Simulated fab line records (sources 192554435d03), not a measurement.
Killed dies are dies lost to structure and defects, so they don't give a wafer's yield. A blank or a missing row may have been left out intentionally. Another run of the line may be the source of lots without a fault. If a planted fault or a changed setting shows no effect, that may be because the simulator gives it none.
Chamber matching	flow n5-finfet	4 sister chambers for N5_ZERO_LAYER_ETCH_18 on rie-si-01
The step etches Si in HBr/Cl2, target depth 120 nm, time 40 s. 4 wafers are shown with their chamber, then 12 later ones without.

== EACH WAFER AND ITS CHAMBER ==
wafer	chamber	drypump-motor-current-A (A)
L092.5	1	4.7
L093.2	2	5.7
L093.5	0	6.0
L093.6	3	6.6

== WAFERS WHOSE CHAMBER IS MISSING ==
wafer	drypump-motor-current-A (A)
L094.1	4.7
L094.4	6.6
L094.6	6.6
L095.1	5.7
L095.3	6.1
L095.4	4.7
L096.2	6.6
L096.4	4.8
L096.6	4.7
L097.1	6.1
L097.5	4.7
L097.6	5.7

== EACH ONE'S CHAMBER ==
wafer	from the rows above	in truth
L094.1	1	1
L094.4	3	3
L094.6	3	3
L095.1	2	2
L095.3	0	0
L095.4	1	1
L096.2	3	3
L096.4	1	1
L096.6	1	1
L097.1	0	0
L097.5	1	1
L097.6	2	2
Placed correctly: 12 of 12. Number that these rows cannot place: 0. Wrongly placed: 0.
How it was worked out, from the rows above alone: a wafer's distance from a chamber is the root of the sum, over the readings, of the square of ((its reading less the chamber's mean) divided by the reading's scatter). The wafer belongs to the nearest chamber; if the next one is less than 2 further off, it can't be placed. Each chamber's mean is taken over the wafers shown for it. The scatter: root of mean squared gap, hidden wafer to nearest shown wafer, with one shown wafer a chamber.
